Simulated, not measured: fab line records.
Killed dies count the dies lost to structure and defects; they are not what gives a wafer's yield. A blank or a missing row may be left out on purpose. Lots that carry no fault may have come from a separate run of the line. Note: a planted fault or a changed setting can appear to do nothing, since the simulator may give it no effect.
fab line records | flow nand-harc
record lots=14 | wafers=42 | last-day=33
route steps=1302 shown A_M1@1182 THIN_TSV@1268
lots that met no fault: from a run of the same line without faults
start-h: the number of hours between the record's first day and the start of the first shown wafer of the lot | wait-h: time in hours since the lot's previous step | " repeats the value in the row above | L1.1+2: a row that stands for several wafers | - value missing, or start not given | * or withheld: withheld | < > ~ a bound
route shown NAME@n: a module of which the file shows steps, and the number in the route of the first | usual: mean/standard deviation taken from wafers without a fault | same: alike in all rows | chamber/n: place in a boat | sites: readings site by site | _std_site: standard deviation across them | _edge_site: mean of outer sites minus mean of inner sites | radius-mm: how far each site lies from the wafer's centre | mask NAME#n: copy n | behind: the most recent tool/chamber to have shaped the wafer | hold: why the lot was held/for how many hours/how that ended | device: which transistor (n, p or np) failed to switch | end of line: at the end of the route, the tests of the same wafers | a step with no rows: only its recipe | killed: count of dies lost to structure and defects at first sort (not the wafer's yield) | map: dies across one wafer; x = killed, . = not, _ = none there
set.NAME: the run value of the setting; set.NAME@STEP: its run value at that earlier step | model.NAME: the simulator's own value behind a step, which no gauge read
steps of the route over a sample of lots; a table a step, a row a wafer
services: the hour from which a tool's chamber was out of use, counted from the record's first day as start-h (under 0 if before that day), plus the number of hours and why
## steps
# step NHARC_A_M1_DESCUM_14
# recipe time-s=3 | o2-flow-sccm=200 | ar-flow-sccm=0 | bias-power-w=0 | chemistry=O2
# usual drypump-motor-current-A=5.92/0.21 | mfc-ar-sccm=0.014/0.016 | oes-product-au=1.004/0.016 | rf-vpp-V=57.7/0.83 | showerhead-plenum-p-Torr=1.87/0.071 | throttle-valve-pct=11.310/0.0094
# same time-s=3
lot.wafer | tool        | chamber | start-h | wait-h | drypump-motor-current-A | mfc-ar-sccm | oes-product-au | rf-hours-counter-h | rf-vpp-V | showerhead-plenum-p-Torr | throttle-valve-pct
L469.3    | rie-diel-05 | 1       | 536.65  | 0.1    | 6.01                    | 0           | 1.000          | 5.0                | 59.5     | 1.93                     | 11.320
L469.1    | "           | 2       | "       | "      | 5.83                    | 0           | 1.025          | 4.7                | 57.5     | 1.98                     | 11.307
L469.5    | "           | 2       | "       | "      | 5.82                    | 0           | 1.021          | -                  | 58.1     | 1.98                     | 11.306
L471.4    | rie-diel-05 | 0       | 539.88  | 0.1    | 5.96                    | 0.043       | 1.008          | 5.6                | 58.0     | 1.79                     | 11.312
L471.3    | "           | 1       | "       | "      | 6.03                    | 0           | 1.007          | 5.1                | 57.1     | 1.93                     | 11.304
L471.1    | "           | 2       | "       | "      | 5.82                    | 0           | 1.008          | 4.8                | 57.6     | 1.98                     | 11.317
L470.4    | rie-diel-01 | 0       | 541.60  | 0.1    | 6.07                    | 0.027       | 1.010          | 5.1                | 58.3     | 1.88                     | 11.317
L470.3    | "           | 1       | "       | "      | 5.87                    | 0           | 0.993          | 5.0                | 56.5     | 1.82                     | 11.289
L470.2    | "           | 3       | "       | "      | 5.77                    | 0.009       | 1.011          | 5.0                | 58.2     | 1.79                     | 11.319
L472.2    | rie-diel-01 | 2       | 576.13  | 0.1    | 6.30                    | 0.024       | 1.011          | 0.3                | 56.9     | 1.83                     | 11.302
L472.1    | "           | 1       | "       | "      | 5.87                    | 0           | 1.007          | 0.3                | 57.2     | 1.82                     | 11.316
L472.6    | "           | 3       | "       | "      | 5.76                    | 0.009       | 1.016          | -                  | 56.8     | 1.79                     | 11.302
L475.4    | rie-diel-05 | 3       | 580.23  | 0.1    | 5.79                    | 0.003       | 0.991          | 7.3                | 59.0     | 1.88                     | 11.296
L475.1    | "           | 0       | "       | "      | 5.98                    | 0.043       | 0.992          | 7.8                | 57.7     | 1.79                     | 11.297
L475.5    | "           | 0       | "       | "      | 5.95                    | 0.043       | 0.995          | -                  | 56.6     | 1.79                     | 11.312
L473.2    | rie-diel-05 | 0       | 601.12  | 0.1    | 6.03                    | 0.043       | 0.984          | 0.6                | 56.9     | 1.79                     | 11.303
L473.4    | "           | 1       | "       | "      | 6.02                    | 0           | 0.971          | 0.8                | 57.9     | 1.93                     | 11.301
L473.6    | "           | 0       | "       | "      | 5.99                    | 0.043       | 0.985          | -                  | 58.6     | 1.79                     | 11.325
L474.3    | rie-diel-05 | 3       | 603.77  | 0.1    | 5.79                    | 0.003       | 1.002          | 0.7                | 59.6     | 1.88                     | 11.311
L474.5    | "           | 3       | "       | "      | 5.79                    | 0.003       | 1.007          | -                  | 57.9     | 1.88                     | 11.317
L474.6    | "           | 0       | "       | "      | 5.99                    | 0.043       | 0.995          | -                  | 58.0     | 1.79                     | 11.303
L477.4    | rie-diel-05 | 3       | 604.72  | 0.1    | 5.77                    | 0.003       | 1.011          | 0.7                | 56.5     | 1.88                     | 11.314
L477.1    | "           | 0       | "       | "      | 5.99                    | 0.043       | 0.986          | 0.7                | 57.1     | 1.79                     | 11.312
L477.5    | "           | 3       | "       | "      | 5.77                    | 0.003       | 1.010          | -                  | 56.8     | 1.88                     | 11.296
L480.3    | rie-diel-05 | 1       | 651.59  | 0.1    | 6.02                    | 0           | 0.957          | 3.4                | 58.1     | 1.93                     | 11.288
L480.2    | "           | 3       | "       | "      | 5.79                    | 0.003       | 1.008          | 3.5                | 58.7     | 1.88                     | 11.296
L480.6    | "           | 2       | "       | "      | 5.83                    | 0           | 1.023          | -                  | 58.3     | 1.97                     | 11.310
L481.4    | rie-diel-03 | 3       | 653.33  | 0.1    | 5.66                    | 0.037       | 1.005          | 0.5                | 57.7     | 2.04                     | 11.303
L481.1    | "           | 0       | "       | "      | 5.21                    | 0.012       | 1.006          | 0.5                | 58.4     | 2.02                     | 11.301
L481.3    | "           | 2       | "       | "      | 5.46                    | 0.036       | 1.013          | 1.0                | 56.9     | 1.98                     | 11.312
L485.2    | rie-diel-01 | 2       | 690.36  | 0.1    | 6.37                    | 0.024       | 1.012          | 3.7                | 57.3     | 1.83                     | 11.313
L485.4    | "           | 3       | "       | "      | 5.76                    | 0.009       | 1.004          | 3.6                | 56.8     | 1.79                     | 11.297
L485.1    | "           | 0       | "       | "      | 6.06                    | 0.027       | 0.996          | 3.4                | 57.6     | 1.88                     | 11.312
L487.4    | rie-diel-05 | 2       | 709.90  | 0.1    | 5.82                    | 0           | 1.032          | 6.9                | 59.1     | 1.97                     | 11.329
L487.5    | "           | 1       | "       | "      | 6.02                    | 0           | 0.982          | -                  | 58.5     | 1.93                     | 11.290
L487.6    | "           | 2       | "       | "      | 5.83                    | 0           | 1.027          | -                  | 58.9     | 1.97                     | 11.318
L488.1    | rie-diel-01 | 0       | 723.71  | 0.1    | 6.09                    | 0.027       | 1.006          | 4.0                | 58.1     | 1.88                     | 11.314
L488.4    | "           | 2       | "       | "      | 6.34                    | 0.024       | 1.006          | 4.5                | 58.4     | 1.83                     | 11.294
L488.5    | "           | 0       | "       | "      | 6.06                    | 0.027       | 1.018          | -                  | 56.3     | 1.88                     | 11.321
L492.4    | rie-diel-01 | 2       | 753.18  | 0.1    | 6.34                    | 0.024       | 0.998          | 0.4                | 56.7     | 1.83                     | 11.322
L492.1    | "           | 3       | "       | "      | 5.74                    | 0.009       | 1.006          | 0.6                | 58.6     | 1.79                     | 11.298
L492.3    | "           | 1       | "       | "      | 5.88                    | 0           | 1.004          | 0.5                | 57.9     | 1.82                     | 11.314
# step NHARC_A_M1_DEP_33
# recipe target-thk-a=300 | temp-c=370 | target-thk-nm=30 | pressure-torr=3 | flow-sccm=200 | rf-w=450 | material=SiCN
# usual heater-power-w=553/97
lot.wafer | tool     | chamber | start-h | wait-h | heater-power-w
L469.3    | pecvd-03 | 0       | 539.63  | 0.1    | 610
L469.1    | "        | 1       | "       | "      | 452
L469.5    | "        | 2       | "       | "      | 537
L471.3    | pecvd-04 | 2       | 542.63  | 0.1    | 495
L471.1    | "        | 1       | "       | "      | 508
L471.4    | "        | 1       | "       | "      | 501
L470.3    | pecvd-03 | 0       | 544.50  | 0.1    | 660
L470.2    | "        | 1       | "       | "      | 449
L470.4    | "        | 1       | "       | "      | 445
L472.2    | pecvd-04 | 0       | 578.92  | 0.1    | 713
L472.1    | "        | 1       | "       | "      | 534
L472.6    | "        | 0       | "       | "      | 706
L475.1    | pecvd-02 | 2       | 582.99  | 0.1    | 756
L475.4    | "        | 1       | "       | "      | 467
L475.5    | "        | 2       | "       | "      | 729
L473.2    | pecvd-03 | 0       | 603.95  | 0.1    | 624
L473.4    | "        | 2       | "       | "      | 608
L473.6    | "        | 0       | "       | "      | 619
L474.3    | pecvd-04 | 2       | 606.54  | 0.1    | 545
L474.6    | "        | 1       | "       | "      | 478
L474.5    | "        | 2       | "       | "      | 525
L477.1    | pecvd-04 | 2       | 607.47  | 0.1    | 521
L477.4    | "        | 1       | "       | "      | 503
L477.5    | "        | 0       | "       | "      | 685
L480.2    | pecvd-03 | 1       | 654.36  | 0.1    | 459
L480.3    | "        | 2       | "       | "      | 602
L480.6    | "        | 0       | "       | "      | 587
L481.3    | pecvd-03 | 2       | 656.09  | 0.1    | 573
L481.1    | "        | 0       | "       | "      | 661
L481.4    | "        | 1       | "       | "      | 457
L485.1    | pecvd-03 | 0       | 693.11  | 0.1    | 658
L485.2    | "        | 1       | "       | "      | 467
L485.4    | "        | 2       | "       | "      | 603
L487.6    | pecvd-04 | 0       | 712.74  | 0.2    | 693
L487.5    | "        | 1       | "       | "      | 402
L487.4    | "        | 2       | "       | "      | 534
L488.1    | pecvd-02 | 2       | 726.44  | 0.1    | 677
L488.4    | "        | 0       | "       | "      | 450
L488.5    | "        | 1       | "       | "      | 400
L492.1    | pecvd-02 | 0       | 755.92  | 0.1    | 520
L492.3    | "        | 2       | "       | "      | 728
L492.4    | "        | 2       | "       | "      | 731
# step NHARC_THIN_TSV_ETCHBACK_48
# recipe target-depth-a=10285 | over-etch-frac=0.3 | time-s=405.17 | ion-energy-ev=250 | c4f8-flow-sccm=withheld | ar-flow-sccm=withheld | rf-w=600 | bias-w=300 | chemistry=C4F8/Ar
# usual oes-product-au=0.95/0.038 | rf-vpp-V=547.3/2.3 | run-length-s=426.7/0.55
lot.wafer | tool        | chamber | start-h | wait-h | oes-product-au | rf-hours-counter-h | rf-vpp-V | run-length-s
L469.3    | rie-diel-11 | 1       | 558.58  | -      | 0.90           | 7                  | 549.5    | 427.1
L469.1    | "           | 0       | "       | "      | 0.93           | 8                  | 548.5    | 427.1
L469.5    | "           | 1       | "       | "      | 0.90           | -                  | 548.8    | 426.9
L471.3    | rie-diel-07 | 1       | 559.93  | -      | 0.93           | 5                  | 547.1    | 426.9
L471.4    | "           | 3       | "       | "      | 0.93           | 5                  | 548.1    | 427.6
L471.1    | "           | 0       | "       | "      | 0.94           | 5                  | 544.5    | 426.3
L470.2    | rie-diel-07 | 2       | 563.54  | -      | 0.92           | 6                  | 546.4    | 426.9
L470.3    | "           | 3       | "       | "      | 0.93           | 5                  | 549.9    | 427.3
L470.4    | "           | 1       | "       | "      | 0.93           | 5                  | 547.1    | 427.1
L472.2    | rie-diel-11 | 3       | 598.08  | -      | 1.01           | 9                  | 551.1    | 426.0
L472.1    | "           | 1       | "       | "      | 0.97           | 9                  | 549.0    | 427.1
L472.6    | "           | 3       | "       | "      | 0.99           | -                  | 552.8    | 426.0
L475.1    | rie-diel-10 | 1       | 605.83  | -      | 1.00           | 0                  | 545.8    | 426.2
L475.5    | "           | 3       | "       | "      | 1.01           | -                  | 549.4    | 426.1
L475.4    | "           | 0       | "       | "      | 1.01           | -                  | 549.3    | 426.0
L473.2    | rie-diel-10 | 1       | 624.87  | -      | 1.00           | 1                  | 545.3    | 426.1
L473.6    | "           | 3       | "       | "      | 1.01           | -                  | 549.4    | 425.8
L473.4    | "           | 1       | "       | "      | 0.99           | -                  | 546.2    | 426.4
L474.3    | rie-diel-11 | 1       | 625.89  | -      | 0.98           | 1                  | 549.7    | 427.0
L474.5    | "           | 3       | "       | "      | 1.02           | -                  | 551.0    | 425.9
L474.6    | "           | 0       | "       | "      | 1.03           | -                  | 546.9    | 427.6
L477.4    | rie-diel-11 | 3       | 627.06  | -      | 0.99           | 1                  | 551.8    | 426.3
L477.1    | "           | 0       | "       | "      | 1.01           | 1                  | 547.5    | 427.8
L477.5    | "           | 3       | "       | "      | 1.00           | -                  | 553.1    | 425.8
L480.2    | rie-diel-10 | 2       | 675.74  | -      | 0.92           | 3                  | 544.2    | 427.1
L480.3    | "           | 3       | "       | "      | 0.92           | 4                  | 550.5    | 426.4
L480.6    | "           | 1       | "       | "      | 0.90           | -                  | 545.5    | 426.2
L481.4    | rie-diel-07 | 1       | 676.98  | -      | 0.99           | 1                  | 545.1    | 427.1
L481.1    | "           | 2       | "       | "      | 1.01           | 1                  | 546.2    | 427.2
L481.3    | "           | 3       | "       | "      | 1.01           | 1                  | 547.6    | 427.9
L485.1    | rie-diel-07 | 1       | 712.92  | -      | 0.92           | 3                  | 546.6    | 427.0
L485.2    | "           | 3       | "       | "      | 0.92           | 4                  | 548.4    | 427.4
L485.4    | "           | 0       | "       | "      | 0.93           | -                  | 543.1    | 426.0
L487.4    | rie-diel-07 | 1       | 731.68  | -      | 0.91           | 5                  | 547.1    | 426.7
L487.5    | "           | 1       | "       | "      | 0.92           | -                  | 548.3    | 336.3
L487.6    | "           | 2       | "       | "      | 0.93           | -                  | 544.1    | 336.7
L488.1    | rie-diel-07 | 0       | 749.64  | -      | 0.93           | 6                  | 543.6    | 426.0
L488.4    | "           | 1       | "       | "      | 0.91           | 6                  | 544.8    | 426.7
L488.5    | "           | 3       | "       | "      | 0.94           | -                  | 547.2    | 336.7
L492.4    | rie-diel-11 | 0       | 775.29  | -      | 0.92           | 11                 | 546.7    | 427.3
L492.1    | "           | 1       | "       | "      | 0.90           | 12                 | 550.0    | 427.0
L492.3    | "           | 3       | "       | "      | 0.94           | 9                  | 550.7    | 425.8
# step NHARC_THIN_TSV_STRIP_56
# recipe power-w=1500 | temp-c=250 | chemistry=O2
# usual drypump-motor-current-A=6.0/0.35 | heater-power-w=321/21
lot.wafer | tool            | chamber | start-h | wait-h | drypump-motor-current-A | heater-power-w | rf-hours-counter-h
L469.1    | plasma-asher-02 | 0       | 562.86  | 0.1    | 6.4                     | 331            | 29
L469.3    | "               | 1       | "       | "      | 5.6                     | 268            | -
L469.5    | "               | 1       | "       | "      | 5.6                     | 269            | -
L471.1    | plasma-asher-01 | 0       | 564.29  | 0.1    | 6.2                     | 350            | 9
L471.4    | "               | 1       | "       | "      | 5.7                     | 333            | -
L471.3    | "               | 0       | "       | "      | 6.2                     | 337            | -
L470.2    | plasma-asher-01 | 1       | 567.88  | 0.1    | 5.7                     | 328            | 9
L470.4    | "               | 0       | "       | "      | 6.2                     | 341            | -
L470.3    | "               | 1       | "       | "      | 5.7                     | 320            | -
L472.2    | plasma-asher-02 | 0       | 602.43  | 0.1    | 6.4                     | 336            | 36
L472.1    | "               | 1       | "       | "      | 5.5                     | 273            | 36
L472.6    | "               | 0       | "       | "      | 6.4                     | 334            | -
L475.1    | plasma-asher-01 | 1       | 610.32  | 0.2    | 5.7                     | 330            | 16
L475.4    | "               | 0       | "       | "      | 6.2                     | 338            | -
L475.5    | "               | 1       | "       | "      | 5.7                     | 333            | -
L473.2    | plasma-asher-01 | 1       | 629.18  | 0.1    | 5.7                     | 330            | 20
L473.4    | "               | 1       | "       | "      | 5.7                     | 317            | -
L473.6    | "               | 0       | "       | "      | 6.2                     | 340            | -
L474.3    | plasma-asher-02 | 0       | 630.22  | 0.2    | 6.4                     | 313            | -
L474.5    | "               | 0       | "       | "      | 6.4                     | 322            | -
L474.6    | "               | 1       | "       | "      | 5.5                     | 290            | -
L477.1    | plasma-asher-01 | 1       | 631.28  | 0.1    | 5.7                     | 317            | 20
L477.4    | "               | 0       | "       | "      | 6.2                     | 352            | -
L477.5    | "               | 0       | "       | "      | 6.2                     | 341            | -
L480.2    | plasma-asher-01 | 0       | 680.26  | 0.1    | 6.2                     | 343            | 33
L480.3    | "               | 0       | "       | "      | 6.2                     | 335            | -
L480.6    | "               | 0       | "       | "      | 6.2                     | 352            | -
L481.1    | plasma-asher-02 | 0       | 681.28  | 0.1    | 6.4                     | 311            | 15
L481.4    | "               | 0       | "       | "      | 6.4                     | 314            | -
L481.3    | "               | 1       | "       | "      | 5.5                     | 280            | -
L485.2    | plasma-asher-01 | 1       | 717.26  | 0.1    | 5.7                     | 326            | 3
L485.1    | "               | 0       | "       | "      | 6.2                     | 332            | 3
L485.4    | "               | 1       | "       | "      | 5.7                     | 322            | -
L487.4    | plasma-asher-01 | 0       | 736.12  | 0.2    | 6.2                     | 337            | -
L487.6    | "               | 1       | "       | "      | 5.7                     | 322            | -
L487.5    | "               | 0       | "       | "      | 6.2                     | 340            | -
L488.1    | plasma-asher-01 | 0       | 753.76  | 0.1    | 6.2                     | 332            | 10
L488.4    | "               | 1       | "       | "      | 5.7                     | 322            | -
L488.5    | "               | 0       | "       | "      | 6.2                     | 320            | -
L492.1    | plasma-asher-01 | 0       | 779.50  | 0.1    | 6.2                     | 331            | 16
L492.4    | "               | 1       | "       | "      | 5.7                     | 320            | -
L492.3    | "               | 0       | "       | "      | 6.2                     | 324            | -
## services
tool            | chamber | start-h | hours | kind
plasma-asher-01 | -       | 519.08  | 9.0   | pm
rie-diel-11     | 2       | 520.48  | 8.3   | repair
pecvd-04        | -       | 521.73  | 0.7   | repair
pecvd-04        | 0       | 530.07  | 4.7   | repair
pecvd-04        | 1       | 543.51  | 4.8   | repair
pecvd-03        | -       | 547.00  | 13.0  | pm
rie-diel-11     | 2       | 550.39  | 5.2   | repair
rie-diel-01     | -       | 557.80  | 9.0   | pm
rie-diel-05     | 1       | 562.57  | 6.9   | repair
pecvd-04        | 2       | 583.16  | 2.0   | repair
rie-diel-05     | -       | 583.60  | 9.0   | pm
rie-diel-11     | 3       | 593.15  | 1.6   | repair
pecvd-03        | -       | 595.11  | 0.5   | repair
rie-diel-11     | -       | 609.50  | 9.0   | pm
pecvd-04        | -       | 631.27  | 13.0  | pm
rie-diel-07     | -       | 648.20  | 9.0   | pm
rie-diel-01     | -       | 681.01  | 3.2   | repair
rie-diel-01     | 0       | 692.81  | 4.3   | repair
plasma-asher-01 | -       | 696.08  | 9.0   | pm
rie-diel-07     | 2       | 702.83  | 16.4  | repair
rie-diel-05     | -       | 712.86  | 0.4   | repair
pecvd-03        | -       | 728.03  | 13.0  | pm
rie-diel-05     | -       | 760.60  | 9.0   | pm
rie-diel-07     | -       | 775.81  | 1.4   | repair
## key
first-sign step=NHARC_THIN_TSV_ETCHBACK_48 | reading=run-length-s | direction=down | sigmas=99+ | usual=* | struck=*
effect none on later readings
met-at NHARC_THIN_TSV_ETCHBACK_48
struck-lots L487,L488
struck-wafers L487.5,L487.6,L488.5
sort-left-out L487.5,L487.6,L488.5
not-acting-at NHARC_A_M1_DESCUM_14,NHARC_A_M1_DEP_33,NHARC_THIN_TSV_STRIP_56
onset-between 712.92 731.68
fault kind=process-parameter-drift | tool=rie-diel-07 | chamber=- | onset-h=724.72 | steps=NHARC_THIN_TSV_ETCHBACK_48 | channel=time-s | offset=* | shape=step | end-h=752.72 | scope=struck-wafers-only | acts-in=* | stated=*
# sort-left-out: the simulated sort isn't trusted on such a fault, so these wafers' sort isn't shown, and their yield isn't known
